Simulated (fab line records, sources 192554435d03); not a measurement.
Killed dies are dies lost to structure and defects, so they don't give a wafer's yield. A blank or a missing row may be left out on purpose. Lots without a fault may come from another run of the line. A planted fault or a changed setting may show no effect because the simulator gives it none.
fab line records | flow n5_finfet
record lots=24 wafers=72 last_day=18
route steps=1938 shown BEOL_M0@743 BEOL_M1@765
lots that met no fault: from a run of the same line without faults
start_h: hours from the record's first day to the start of the lot's first wafer shown | wait_h: hours since the lot's step before | " the same as in the row above | L1.1+2: a row that stands for several wafers | - no value, or no start given | * or withheld: withheld | < > ~ a bound
route shown NAME@n: a module of which the file shows steps, and the number in the route of the first | usual: mean/standard deviation of fault-free wafers | same: alike in all rows | chamber/n: place in a boat | sites: the reading at each site | _std_site: their standard deviation | _edge_site: outer sites' mean less inner sites' | radius_mm: how far each site lies from the wafer's centre | mask NAME#n: copy n | behind: the tool/chamber that last shaped the wafer | hold: why the lot was held/for how many hours/how that ended | device: the transistor (n, p or np) that didn't switch | end of line: the same wafers' tests at the end of the route | a step without rows: its recipe alone | killed: dies lost to structure and defects at the first sort, not the wafer's yield | map: a wafer's dies, x killed, . not, _ none there
set.NAME: the setting as run; set.NAME@STEP: as run at that earlier step | model.NAME: the simulator's own value behind a step, which no gauge read
steps of the route over a sample of lots; a table a step, a row a wafer
services: from which hour (start_h, from the record's first day; less than 0 if before it) a tool's chamber was out of use, for how many hours, and why
## steps
# step N5_BEOL_M0_CMP_120
# recipe stop_on=SiOC t_overpolish_s=6.9 down_force_psi=1 platen_rpm=50 clearing_platen_down_force_psi=1.5 clearing_platen_rpm=50 post_cmp_clean=cu_alkaline clearing_platen_pad_velocity_m_s=0.99484 pad_velocity_m_s=0.99484
# usual barrier_field_endpoint_s=3.67/0.15 head_pressure_psi=0.9997/0.0021 motor_current_A=6.1/0.65 overpolish_run_s=6.900/0.0093 slurry_flow_ml_min=150.0/0.47 time_to_endpoint_s=63/3.8
# columns lot.wafer tool chamber start_h wait_h barrier_field_endpoint_s head_pressure_psi motor_current_A overpolish_run_s slurry_flow_ml_min time_to_endpoint_s
L074.1 cmp-04 0 119.84 0.3 3.66 0.9998 6.8 6.903 150.0 57
L074.3 " 1 " " 3.62 0.9941 5.5 6.900 149.8 57
L074.6 " 0 " " 3.52 1.0007 6.6 6.901 150.4 55
L075.3 cmp-02 0 127.37 0.2 3.55 0.9971 6.4 6.904 149.7 60
L075.1 " 2 " " 3.79 0.9995 7.4 6.904 149.8 63
L075.4 " 3 " " 3.87 1.0012 5.9 6.909 149.6 66
L076.1 cmp-03 2 141.78 0.3 3.90 0.9975 5.0 6.898 150.3 68
L076.3 " 0 " " 3.48 0.9988 6.1 6.907 150.2 63
L076.6 " 2 " " 3.61 1.0014 5.0 6.892 149.6 65
L077.1 cmp-04 0 142.03 0.3 3.59 1.0019 6.8 6.918 150.2 60
L077.3 " 1 " " 3.58 0.9977 5.5 6.907 151.0 66
L077.6 " 1 " " 3.51 1.0007 5.9 6.891 150.1 63
L078.2 cmp-02 2 144.37 0.3 3.39 0.9976 7.4 6.905 150.6 60
L078.4 " 3 " " 3.93 0.9991 6.0 6.886 149.5 61
L078.5 " 1 " " 3.52 0.9993 5.6 6.893 149.7 58
L079.3 cmp-03 3 150.08 0.2 3.72 0.9949 6.0 6.890 149.3 61
L079.4 " 0 " " 3.77 0.9972 6.4 6.895 149.2 63
L079.1 " 1 " " 3.97 1.0013 6.0 6.899 150.3 67
L080.2 cmp-03 0 163.57 0.4 3.55 1.0001 6.3 6.905 150.1 65
L080.4 " 1 " " 3.81 1.0015 5.7 6.912 149.7 66
L080.5 " 0 " " 3.56 0.9964 6.4 6.892 149.2 64
L081.4 cmp-02 2 164.11 0.2 3.74 0.9981 7.7 6.897 149.6 62
L081.1 " 3 " " 3.86 1.0003 5.9 6.906 149.9 64
L081.5 " 2 " " 3.71 1.0002 7.5 6.911 150.0 63
L082.1 cmp-04 2 177.97 0.3 3.83 0.9987 5.3 6.914 149.9 68
L082.3 " 3 " " 3.66 1.0008 6.3 6.915 150.2 63
L082.5 " 1 " " 3.63 1.0009 5.4 6.894 149.9 68
L083.1 cmp-04 3 178.98 0.4 3.71 1.0006 5.7 6.899 149.8 55
L083.5 " 0 " " 3.55 0.9976 6.3 6.909 149.8 60
L083.6 " 1 " " 3.78 0.9983 5.5 6.903 150.3 64
L084.2 cmp-02 2 181.47 0.3 3.57 1.0019 7.4 6.920 149.7 61
L084.3 " 0 " " 3.55 1.0013 6.3 6.897 150.2 57
L084.5 " 1 " " 3.53 0.9995 5.9 6.907 148.9 63
L085.3 cmp-04 1 184.55 0.5 3.71 1.0007 5.7 6.887 150.2 66
L085.6 " 0 " " 3.59 1.0001 7.0 6.891 151.1 63
L085.5 " 1 " " 3.88 0.9970 5.6 6.901 150.6 65
L087.2 cmp-04 1 202.54 0.3 3.64 1.0038 5.6 6.887 149.9 66
L087.3 " 2 " " 3.80 0.9972 5.6 6.896 149.7 69
L087.5 " 3 " " 3.64 0.9985 5.9 6.895 151.3 62
L086.4 cmp-02 3 202.73 0.1 3.83 1.0042 5.8 6.899 149.9 65
L086.1 " 0 " " 3.75 1.0012 6.3 6.893 150.4 58
L086.3 " 2 " " 3.98 0.9945 7.7 6.909 149.9 66
L089.1 cmp-04 2 212.13 0.3 3.69 1.0005 5.3 6.911 149.7 65
L089.5 " 2 " " 3.78 1.0003 5.4 6.894 150.2 66
L089.6 " 3 " " 3.36 0.9971 6.0 6.898 150.0 59
L091.4 cmp-02 3 218.34 0.1 3.75 0.9981 6.0 6.890 150.2 65
L091.3 " 2 " " 3.70 1.0002 7.8 6.902 150.1 63
L091.6 " 3 " " 3.75 1.0011 5.9 6.896 149.9 64
L088.1 cmp-04 3 218.50 0.3 3.72 1.0007 5.9 6.905 150.6 61
L088.4 " 1 " " 3.70 0.9991 5.5 6.900 150.1 66
L088.5 " 3 " " 3.44 0.9984 6.3 6.905 150.3 60
L090.1 cmp-02 0 223.03 0.3 3.67 0.9975 6.2 6.895 150.2 58
L090.3 " 2 " " 3.84 1.0018 7.7 6.901 150.7 70
L090.5 " 1 " " 3.91 0.9983 6.0 6.904 150.8 65
L092.4 cmp-03 0 232.69 0.1 3.66 0.9983 6.0 6.886 150.5 64
L092.3 " 1 " " 3.47 0.9985 5.7 6.917 150.2 63
L092.6 " 0 " " 3.50 0.9977 5.9 6.900 150.4 63
L093.4 cmp-02 3 242.45 0.2 3.59 0.9998 6.1 6.914 150.3 68
L093.3 " 0 " " 3.49 1.0022 6.6 6.911 149.7 58
L093.6 " 2 " " 3.49 1.0001 7.5 6.896 149.8 69
L094.1 cmp-02 0 250.17 0.3 3.49 0.9962 6.4 6.899 151.0 54
L094.6 " 0 " " 3.52 0.9989 6.1 6.908 150.1 56
L094.5 " 1 " " 3.44 0.9982 5.7 6.904 150.0 58
L095.4 cmp-04 1 250.53 0.2 3.61 1.0039 5.4 6.895 149.3 64
L095.2 " 2 " " 3.78 0.9988 5.3 6.887 150.2 66
L095.6 " 0 " " 3.64 0.9970 6.6 6.909 150.6 63
L096.1 cmp-02 2 256.68 0.3 3.71 1.0016 7.3 6.905 150.0 66
L096.6 " 2 " " 3.78 1.0031 6.8 6.917 150.6 62
L096.5 " 3 " " 3.85 1.0024 5.9 6.900 149.6 69
L097.3 cmp-03 1 264.25 0.2 3.72 0.9986 6.0 6.902 149.4 67
L097.1 " 2 " " 3.85 0.9996 4.6 6.918 150.5 67
L097.2 " 0 " " 3.76 1.0001 6.2 6.902 149.7 63
# step N5_BEOL_M1_OVL_MEAS_12
# recipe points_per_wafer=522
# usual M1_OVL=0.4/0.68
# columns lot.wafer tool chamber start_h wait_h M1_OVL[nm]
L074.1 overlay-01 0 122.32 0.0 1.3
L074.3 " 0 " " 0.6
L074.6 " 0 " " 0.7
L075.1 overlay-02 0 129.55 0.0 0.8
L075.3 " 0 " " 0.3
L075.4 " 0 " " 0.7
L076.1 overlay-02 0 142.94 0.0 -0.5
L076.3 " 0 " " 0.3
L076.6 " 0 " " -0.3
L077.1 overlay-01 0 143.22 0.0 -0.8
L077.3 " 0 " " -0.6
L077.6 " 0 " " 0.0
L078.2 overlay-01 0 146.68 0.0 -0.4
L078.4 " 0 " " 0.8
L078.5 " 0 " " 0.8
L079.1 overlay-02 0 152.12 0.0 0.2
L079.3 " 0 " " 0.4
L079.4 " 0 " " -0.2
L080.2 overlay-02 0 164.94 0.0 2.0
L080.4 " 0 " " 0.9
L080.5 " 0 " " 0.3
L081.1 overlay-02 0 165.27 0.0 1.2
L081.4 " 0 " " 0.7
L081.5 " 0 " " 0.7
L082.1 overlay-01 0 179.39 0.0 0.6
L082.3 " 0 " " 1.6
L082.5 " 0 " " 0.6
L083.1 overlay-02 0 180.22 0.0 -0.6
L083.5 " 0 " " 0.0
L083.6 " 0 " " 0.7
L084.2 overlay-02 0 184.98 0.0 0.6
L084.3 " 0 " " 0.4
L084.5 " 0 " " 0.7
L085.3 overlay-01 0 186.43 0.0 0.0
L085.5 " 0 " " -0.7
L085.6 " 0 " " 1.0
L087.2 overlay-02 0 205.76 0.0 0.2
L087.3 " 0 " " -0.5
L087.5 " 0 " " -0.8
L086.1 overlay-01 0 205.99 0.0 1.1
L086.3 " 0 " " 1.3
L086.4 " 0 " " 0.6
L089.1 overlay-02 0 213.82 0.0 0.4
L089.5 " 0 " " -0.1
L089.6 " 0 " " 1.3
L091.3 overlay-01 0 221.16 0.0 -0.6
L091.4 " 0 " " -0.2
L091.6 " 0 " " -1.2
L088.1 overlay-02 0 221.19 0.0 -0.4
L088.4 " 0 " " -0.4
L088.5 " 0 " " -0.5
L090.1 overlay-02 0 224.30 0.0 0.0
L090.3 " 0 " " 0.4
L090.5 " 0 " " 0.8
L092.3 overlay-02 0 234.04 0.0 1.3
L092.4 " 0 " " 1.2
L092.6 " 0 " " 0.9
L093.3 overlay-02 0 245.90 0.0 0.0
L093.4 " 0 " " 0.1
L093.6 " 0 " " 0.4
L094.1 overlay-01 0 252.24 0.0 0.0
L094.5 " 0 " " -0.4
L094.6 " 0 " " 0.9
L095.2 overlay-02 0 252.47 0.0 1.0
L095.4 " 0 " " 1.3
L095.6 " 0 " " 0.7
L096.1 overlay-01 0 258.86 0.0 0.9
L096.5 " 0 " " -0.2
L096.6 " 0 " " 0.5
L097.1 overlay-01 0 267.34 0.0 -0.5
L097.2 " 0 " " 0.0
L097.3 " 0 " " 0.4
# step N5_BEOL_M1_ETCH_69
# recipe chemistry=CF4 target=SiARC target_depth_a=156 mask_material=CAR-EUV time_s=26 ion_energy_ev=80 pressure_mtorr=40 source_w=545 bias_w=36 Ar_flow_sccm=100 cf4_flow_sccm=100 ends=cleared
# usual drypump_motor_current_A=5.6/0.4 etch_rf_on_time_s=26.2/0.63 mfc_ar_sccm=100.0/0.3 oes_product_au=0.69/0.076 rf_vpp_V=184.3/1.1 showerhead_plenum_p_Torr=2.16/0.054 throttle_valve_pct=15.57/0.2
# columns lot.wafer tool chamber start_h wait_h drypump_motor_current_A etch_rf_on_time_s mfc_ar_sccm oes_product_au rf_hours_counter_h rf_vpp_V showerhead_plenum_p_Torr throttle_valve_pct
L074.1 rie_diel-02 3 123.49 0.0 5.2 26.6 99.8 0.62 154 186.4 2.23 15.80
L074.3 " 0 " " 5.3 27.1 100.2 0.59 240 183.1 2.03 15.68
L074.6 " 3 " " 5.2 26.4 100.1 0.62 - 185.8 2.23 15.81
L075.1 rie_diel-02 3 130.97 0.0 5.2 26.4 99.9 0.61 157 184.8 2.23 15.82
L075.3 " 0 " " 5.4 27.4 100.7 0.58 242 183.7 2.03 15.69
L075.4 " 1 " " 4.9 26.8 100.3 0.58 236 186.7 2.19 15.71
L076.1 rie_diel-05 2 143.97 0.0 5.5 26.2 100.1 0.78 28 186.8 2.18 15.43
L076.3 " 1 " " 5.6 24.9 99.7 0.66 142 184.6 2.15 15.54
L076.6 " 1 " " 5.6 25.1 99.5 0.66 - 184.0 2.15 15.53
L077.1 rie_diel-05 3 144.24 0.0 5.6 26.2 100.0 0.81 10 183.0 2.11 15.38
L077.3 " 0 " " 6.2 26.1 100.2 0.64 159 183.5 2.22 15.84
L077.6 " 1 " " 5.6 25.2 99.3 0.66 - 184.7 2.15 15.56
L078.2 rie_diel-02 3 147.69 0.0 5.2 26.7 100.2 0.61 161 184.2 2.23 15.82
L078.4 " 3 " " 5.2 27.0 99.7 0.60 - 184.0 2.23 15.79
L078.5 " 1 " " 4.9 27.2 100.0 0.58 - 184.4 2.19 15.74
L079.1 rie_diel-05 3 153.29 0.0 5.6 25.9 100.6 0.80 12 183.1 2.11 15.39
L079.3 " 0 " " 6.2 26.1 99.7 0.64 161 186.0 2.22 15.85
L079.4 " 1 " " 5.6 25.2 100.0 0.65 144 182.7 2.15 15.55
L080.2 rie_diel-02 1 166.11 0.0 4.9 27.3 100.4 0.58 247 183.4 2.19 15.73
L080.4 " 2 " " 5.6 26.5 100.0 0.63 - 184.3 2.14 15.48
L080.5 " 3 " " 5.2 26.9 99.8 0.60 - 184.6 2.22 15.84
L081.1 rie_diel-02 2 166.32 0.0 5.6 26.5 99.6 0.64 157 184.1 2.14 15.48
L081.4 " 3 " " 5.2 26.7 99.9 0.61 - 185.1 2.22 15.82
L081.5 " 1 " " 4.9 27.5 100.1 0.57 - 184.6 2.19 15.72
L082.1 rie_diel-04 3 180.77 0.0 5.7 26.2 100.2 0.73 38 184.9 2.19 15.68
L082.3 " 0 " " 5.9 25.9 100.0 0.67 138 183.4 2.14 15.44
L082.5 " 0 " " 5.9 25.6 100.5 0.66 - 184.2 2.14 15.43
L083.1 rie_diel-04 2 181.51 0.0 6.4 25.5 100.6 0.75 47 183.2 2.19 15.65
L083.5 " 2 " " 6.4 25.3 100.1 0.75 - 182.9 2.19 15.67
L083.6 " 1 " " 5.3 25.5 100.0 0.81 - 183.3 2.09 15.27
L084.2 rie_diel-04 3 187.02 0.0 5.7 26.7 100.1 0.72 39 185.1 2.19 15.69
L084.3 " 1 " " 5.4 25.7 100.1 0.80 12 182.9 2.09 15.28
L084.5 " 3 " " 5.7 26.6 99.7 0.73 - 185.2 2.19 15.70
L085.3 rie_diel-05 1 189.31 0.0 5.6 25.2 100.0 0.65 154 184.4 2.15 15.56
L085.5 " 2 " " 5.5 26.6 99.9 0.75 - 184.7 2.18 15.44
L085.6 " 3 " " 5.6 26.0 100.2 0.78 - 183.8 2.11 15.41
L087.2 rie_diel-04 1 207.64 0.0 5.3 25.5 99.2 0.79 18 181.5 2.09 15.28
L087.3 " 2 " " 6.4 25.3 100.0 0.74 55 184.5 2.19 15.68
L087.5 " 0 " " 5.9 25.7 100.1 0.65 - 185.0 2.14 15.45
L086.1 rie_diel-02 0 207.71 0.0 5.4 26.3 100.1 0.81 7 185.4 2.28 15.19
L086.3 " 3 " " 5.2 26.4 100.2 0.60 178 184.8 2.22 15.85
L086.4 " 2 " " 5.6 26.4 100.5 0.63 - 185.1 2.14 15.49
L089.1 rie_diel-04 2 215.10 0.0 6.3 25.3 99.6 0.74 57 184.3 2.19 15.68
L089.5 " 3 " " 5.7 26.2 99.9 0.73 - 184.5 2.19 15.71
L089.6 " 2 " " 6.3 25.4 99.9 0.74 - 185.4 2.19 15.69
L091.3 rie_diel-04 0 222.55 0.0 5.9 25.8 99.8 0.66 150 183.5 2.13 15.46
L091.4 " 2 " " 6.4 25.5 99.8 0.74 60 182.7 2.18 15.69
L091.6 " 1 " " 5.3 25.7 100.1 0.79 - 184.0 2.09 15.28
L088.1 rie_diel-02 1 222.60 0.0 4.9 26.3 100.4 0.83 3 186.6 2.19 15.23
L088.4 " 3 " " 5.2 26.7 100.2 0.60 182 185.6 2.22 15.87
L088.5 " 2 " " 5.6 26.6 100.3 0.62 - 185.9 2.14 15.52
L090.1 rie_diel-04 3 225.59 0.0 5.7 26.4 100.1 0.72 51 184.8 2.19 15.71
L090.3 " 1 " " 5.3 25.4 100.1 0.78 24 183.3 2.09 15.29
L090.5 " 2 " " 6.3 25.3 99.9 0.73 - 184.9 2.18 15.70
L092.3 rie_diel-02 1 235.05 0.0 4.9 26.1 100.4 0.80 7 183.4 2.19 15.27
L092.4 " 1 " " 4.9 26.4 99.6 0.81 - 185.9 2.19 15.27
L092.6 " 0 " " 5.4 26.1 100.0 0.79 - 185.5 2.27 15.24
L093.3 rie_diel-04 3 247.13 0.0 5.7 26.3 100.2 0.72 56 184.6 2.19 15.72
L093.4 " 0 " " 5.9 25.9 99.9 0.64 156 184.9 2.13 15.48
L093.6 " 1 " " 5.3 25.5 100.0 0.76 - 182.2 2.08 15.30
L094.1 rie_diel-05 1 253.39 0.0 5.6 25.4 100.0 0.63 176 184.1 2.14 15.60
L094.5 " 1 " " 5.6 25.3 99.9 0.64 - 184.8 2.14 15.62
L094.6 " 0 " " 6.2 26.4 100.2 0.62 - 184.6 2.21 15.91
L095.2 rie_diel-05 0 253.63 0.0 6.2 26.7 100.5 0.61 193 183.7 2.21 15.90
L095.4 " 3 " " 5.6 25.9 100.2 0.75 38 184.6 2.10 15.42
L095.6 " 1 " " 5.6 25.3 100.0 0.63 - 183.8 2.14 15.62
L096.1 rie_diel-04 1 260.04 0.0 5.3 25.4 100.2 0.76 34 182.3 2.08 15.33
L096.5 " 0 " " 5.9 25.7 99.9 0.64 - 184.6 2.13 15.46
L096.6 " 3 " " 5.7 26.1 100.2 0.71 - 184.8 2.18 15.72
L097.1 rie_diel-02 1 268.59 0.0 4.9 26.6 100.0 0.77 20 185.9 2.18 15.28
L097.2 " 2 " " 5.6 26.1 100.0 0.62 184 183.2 2.13 15.52
L097.3 " 0 " " 5.4 26.0 100.1 0.76 28 185.0 2.27 15.27
# step N5_BEOL_M1_CD_MEAS_35
# recipe target_cd_nm=18 target_cd_y_nm=21 polarity=opening
# usual cd_nm=17.9/0.39
# columns lot.wafer tool chamber start_h wait_h cd_nm
L074.1 cd_sem-01 - 124.33 0.0 17.5
L074.3 " - " " 17.7
L074.6 " - " " 18.2
L075.1 cd_sem-02 - 136.42 0.0 17.9
L075.3 " - " " 17.0
L075.4 " - " " 17.8
L076.1 cd_sem-02 - 154.67 0.0 18.6
L076.3 " - " " 18.3
L076.6 " - " " 18.0
L077.1 cd_sem-03 - 154.80 0.0 17.6
L077.3 " - " " 18.3
L077.6 " - " " 18.1
L078.2 cd_sem-02 - 157.71 0.0 18.0
L078.4 " - " " 17.9
L078.5 " - " " 17.9
L079.1 cd_sem-01 - 157.76 0.0 17.6
L079.3 " - " " 17.7
L079.4 " - " " 17.5
L080.2 cd_sem-02 - 166.85 0.0 17.7
L080.4 " - " " 18.0
L080.5 " - " " 18.1
L081.1 cd_sem-01 - 167.67 0.0 18.0
L081.4 " - " " 17.7
L081.5 " - " " 18.3
L082.1 cd_sem-03 - 188.41 0.0 18.1
L082.3 " - " " 18.5
L082.5 " - " " 18.6
L083.1 cd_sem-03 - 188.61 0.0 17.6
L083.5 " - " " 17.3
L083.6 " - " " 18.0
L084.2 cd_sem-01 - 188.97 0.0 17.8
L084.3 " - " " 17.8
L084.5 " - " " 17.7
L085.3 cd_sem-03 - 191.64 0.0 17.7
L085.5 " - " " 18.0
L085.6 " - " " 17.3
L086.1 cd_sem-01 - 212.78 0.0 17.3
L086.3 " - " " 17.5
L086.4 " - " " 18.2
L087.2 cd_sem-01 - 212.88 0.0 17.8
L087.3 " - " " 18.4
L087.5 " - " " 17.5
L089.1 cd_sem-01 - 217.77 0.0 18.0
L089.5 " - " " 18.2
L089.6 " - " " 17.2
L088.1 cd_sem-01 - 228.82 0.0 17.5
L088.4 " - " " 18.1
L088.5 " - " " 17.3
L091.3 cd_sem-03 - 232.93 0.0 18.5
L091.4 " - " " 18.7
L091.6 " - " " 17.8
L090.1 cd_sem-02 - 237.74 0.0 17.9
L090.3 " - " " 17.6
L090.5 " - " " 18.4
L092.3 cd_sem-02 - 241.08 0.0 18.3
L092.4 " - " " 17.7
L092.6 " - " " 18.2
L093.3 cd_sem-01 - 249.00 0.0 17.4
L093.4 " - " " 17.6
L093.6 " - " " 18.4
L094.1 cd_sem-01 - 254.74 0.0 17.8
L094.5 " - " " 18.0
L094.6 " - " " 17.5
L095.2 cd_sem-02 - 258.89 0.0 18.5
L095.4 " - " " 18.6
L095.6 " - " " 18.4
L096.1 cd_sem-03 - 263.80 0.0 18.0
L096.5 " - " " 18.6
L096.6 " - " " 18.4
L097.1 cd_sem-03 - 271.78 0.0 17.3
L097.2 " - " " 18.5
L097.3 " - " " 17.2
# step N5_BEOL_M1_ALD_84
# recipe material=TaN target_thk_a=* temp_c=275 ald_precursor_family=PDMAT ald_co_reactant=NH3 pressure_torr=3 carrier_flow_sccm=1500 pulse_time_s=2 purge_time_s=3 co_reactant_purge_time_s=2 co_reactant_pulse_time_s=3 ald_cycles=30 precursor_vessel_temp_c=75 precursor_vessel_pressure_torr=26.25 precursor_vessel_carrier_sccm=1000
# usual heater_power_w=413/41
# same co_reactant_purge_time_s=2
# columns lot.wafer tool chamber start_h wait_h heater_power_w since_wet_clean_h
L074.1 ald_metal-02 3 124.47 0.0 510 4403
L074.3 " 1 " " 374 4403
L074.6 " 1 " " 375 -
L075.1 ald_metal-02 0 136.94 0.0 427 4415
L075.3 " 1 " " 381 4415
L075.4 " 3 " " 501 4415
L076.1 ald_metal-01 3 154.92 0.0 368 2895
L076.3 " 2 " " 362 2895
L076.6 " 0 " " 423 -
L077.1 ald_metal-02 3 154.94 0.0 496 4433
L077.3 " 1 " " 375 4433
L077.6 " 1 " " 370 -
L078.2 ald_metal-02 3 157.97 0.0 505 4436
L078.4 " 0 " " 436 -
L078.5 " 3 " " 512 -
L079.1 ald_metal-03 3 158.23 0.0 413 5975
L079.3 " 2 " " 409 5975
L079.4 " 0 " " 367 5975
L080.2 ald_metal-02 1 167.00 0.0 381 4445
L080.4 " 3 " " 495 4445
L080.5 " 0 " " 436 -
L081.1 ald_metal-03 2 167.83 0.1 394 5985
L081.4 " 3 " " 419 5985
L081.5 " 1 " " 403 -
L082.1 ald_metal-01 3 188.56 0.0 372 2928
L082.3 " 2 " " 358 2928
L082.5 " 2 " " 359 -
L083.1 ald_metal-03 0 188.78 0.0 376 6006
L083.5 " 1 " " 406 -
L083.6 " 0 " " 372 -
L084.2 ald_metal-02 3 189.13 0.1 497 4467
L084.3 " 2 " " 434 4467
L084.5 " 2 " " 446 -
L085.3 ald_metal-03 3 192.10 0.1 414 6009
L085.5 " 2 " " 395 -
L085.6 " 3 " " 415 -
L086.1 ald_metal-02 3 213.51 0.1 504 4492
L086.3 " 2 " " 424 4492
L086.4 " 0 " " 430 -
L087.2 ald_metal-03 2 213.66 0.2 394 6030
L087.3 " 1 " " 402 6030
L087.5 " 1 " " 406 -
L089.1 ald_metal-03 0 218.19 0.0 371 6035
L089.5 " 1 " " 411 -
L089.6 " 2 " " 397 -
L088.1 ald_metal-01 0 229.18 0.1 416 2969
L088.4 " 2 " " 364 2969
L088.5 " 3 " " 373 -
L091.3 ald_metal-01 2 233.29 0.1 361 2973
L091.4 " 0 " " 419 2973
L091.6 " 0 " " 414 -
L090.1 ald_metal-03 0 238.01 0.0 362 6055
L090.3 " 3 " " 406 6055
L090.5 " 0 " " 372 -
L092.3 ald_metal-02 0 241.23 0.1 439 4520
L092.4 " 3 " " 501 4520
L092.6 " 0 " " 446 -
L093.3 ald_metal-02 0 249.30 0.0 432 4528
L093.4 " 1 " " 374 4528
L093.6 " 1 " " 371 -
L094.1 ald_metal-03 1 255.37 0.1 412 6072
L094.5 " 1 " " 412 -
L094.6 " 2 " " 401 -
L095.2 ald_metal-01 2 259.10 0.1 361 2999
L095.4 " 1 " " 369 2999
L095.6 " 2 " " 359 -
L096.1 ald_metal-02 1 264.43 0.1 373 4543
L096.5 " 0 " " 446 -
L096.6 " 3 " " 496 -
L097.1 ald_metal-02 0 272.59 0.1 435 4551
L097.2 " 2 " " 430 4551
L097.3 " 1 " " 373 4551
# step N5_BEOL_M1_ANNEAL_95
# recipe temp_c=400 time_s=240 ambient=vacuum
# usual heater_power_w=824/100 susceptor_temp_C_max=400.9/0.4
# columns lot.wafer tool chamber start_h wait_h heater_power_w susceptor_temp_C_max
L074.1 pvd_sputter-03 - 126.61 0.0 781 401.0
L074.3 " - " " 872 400.4
L074.6 " - " " 884 400.6
L075.1 pvd_sputter-03 - 139.01 0.0 741 400.9
L075.3 " - " " 858 400.6
L075.4 " - " " 945 400.8
L076.1 pvd_sputter-02 - 157.03 0.0 750 401.0
L076.3 " - " " 1078 400.6
L076.6 " - " " 780 401.2
L077.1 pvd_sputter-01 - 157.13 0.0 740 400.6
L077.3 " - " " 918 401.0
L077.6 " - " " 754 400.5
L078.2 pvd_sputter-02 - 160.29 0.0 1098 400.8
L078.4 " - " " 799 401.8
L078.5 " - " " 788 401.6
L079.1 pvd_sputter-01 - 160.37 0.0 784 401.0
L079.3 " - " " 761 401.0
L079.4 " - " " 779 400.5
L080.2 pvd_sputter-03 - 169.07 0.0 740 400.1
L080.4 " - " " 851 400.8
L080.5 " - " " 747 400.4
L081.1 pvd_sputter-01 - 169.89 0.0 923 401.2
L081.4 " - " " 917 400.5
L081.5 " - " " 750 401.1
L082.1 pvd_sputter-02 - 190.64 0.0 754 402.2
L082.3 " - " " 1056 400.7
L082.5 " - " " 776 401.7
L083.1 pvd_sputter-03 - 190.85 0.0 707 401.5
L083.5 " - " " 694 401.7
L083.6 " - " " 885 401.1
L084.2 pvd_sputter-01 - 191.24 0.0 760 401.5
L084.3 " - " " 798 401.1
L084.5 " - " " 920 401.0
L085.3 pvd_sputter-03 - 194.73 0.0 953 400.5
L085.5 " - " " 751 400.6
L085.6 " - " " 968 400.4
L086.1 pvd_sputter-03 - 217.16 0.0 709 401.2
L086.3 " - " " 738 400.5
L086.4 " - " " 959 400.3
L087.2 pvd_sputter-02 - 217.36 0.0 760 401.3
L087.3 " - " " 723 400.2
L087.5 " - " " 807 401.6
L089.1 pvd_sputter-02 - 220.56 0.0 769 401.1
L089.5 " - " " 1097 400.7
L089.6 " - " " 732 400.9
L088.1 pvd_sputter-01 - 231.62 0.0 761 401.2
L088.4 " - " " 925 401.3
L088.5 " - " " 803 400.5
L091.3 pvd_sputter-01 - 235.52 0.0 913 400.6
L091.4 " - " " 744 401.0
L091.6 " - " " 795 400.5
L090.1 pvd_sputter-01 - 240.35 0.0 807 400.9
L090.3 " - " " 936 401.5
L090.5 " - " " 944 401.7
L092.3 pvd_sputter-01 - 243.86 0.0 963 401.3
L092.4 " - " " 747 400.6
L092.6 " - " " 760 400.6
L093.3 pvd_sputter-02 - 251.38 0.0 749 400.6
L093.4 " - " " 790 401.3
L093.6 " - " " 766 401.1
L094.1 pvd_sputter-02 - 257.51 0.0 770 401.3
L094.5 " - " " 791 401.5
L094.6 " - " " 725 400.5
L095.2 pvd_sputter-03 - 262.95 0.0 680 401.7
L095.4 " - " " 880 401.0
L095.6 " - " " 758 401.0
L096.1 pvd_sputter-01 - 268.15 0.0 802 400.7
L096.5 " - " " 920 400.8
L096.6 " - " " 812 400.9
L097.1 pvd_sputter-02 - 274.73 0.0 776 401.7
L097.2 " - " " 750 401.0
L097.3 " - " " 1083 400.8
## services
# columns tool chamber start_h hours kind
cmp-03 - 108.34 0.2 repair
rie_diel-05 1 112.71 3.3 repair
cmp-02 - 121.10 1.6 repair
rie_diel-04 2 143.32 5.9 repair
rie_diel-04 - 144.48 0.2 repair
pvd_sputter-03 - 144.93 4.2 repair
rie_diel-02 2 145.20 5.7 repair
cmp-04 - 153.99 1.2 repair
cmp-04 - 158.51 4.0 pm
cmp-04 - 162.88 7.6 repair
rie_diel-02 - 174.67 14.6 pm
pvd_sputter-03 - 178.36 1.0 repair
cmp-02 - 183.37 4.0 pm
ald_metal-02 1 186.68 37.3 repair
rie_diel-02 0 190.78 2.9 repair
rie_diel-02 3 201.95 4.0 repair
rie_diel-05 3 210.20 15.3 repair
cmp-02 - 223.26 4.3 pm
cmp-02 - 227.88 1.6 repair
ald_metal-03 2 235.99 3.8 repair
cmp-04 - 236.65 5.7 pm
rie_diel-02 3 264.08 11.4 repair
rie_diel-02 - 271.71 2.8 pm
ald_metal-03 - 272.48 2.8 pm
## key
fault none
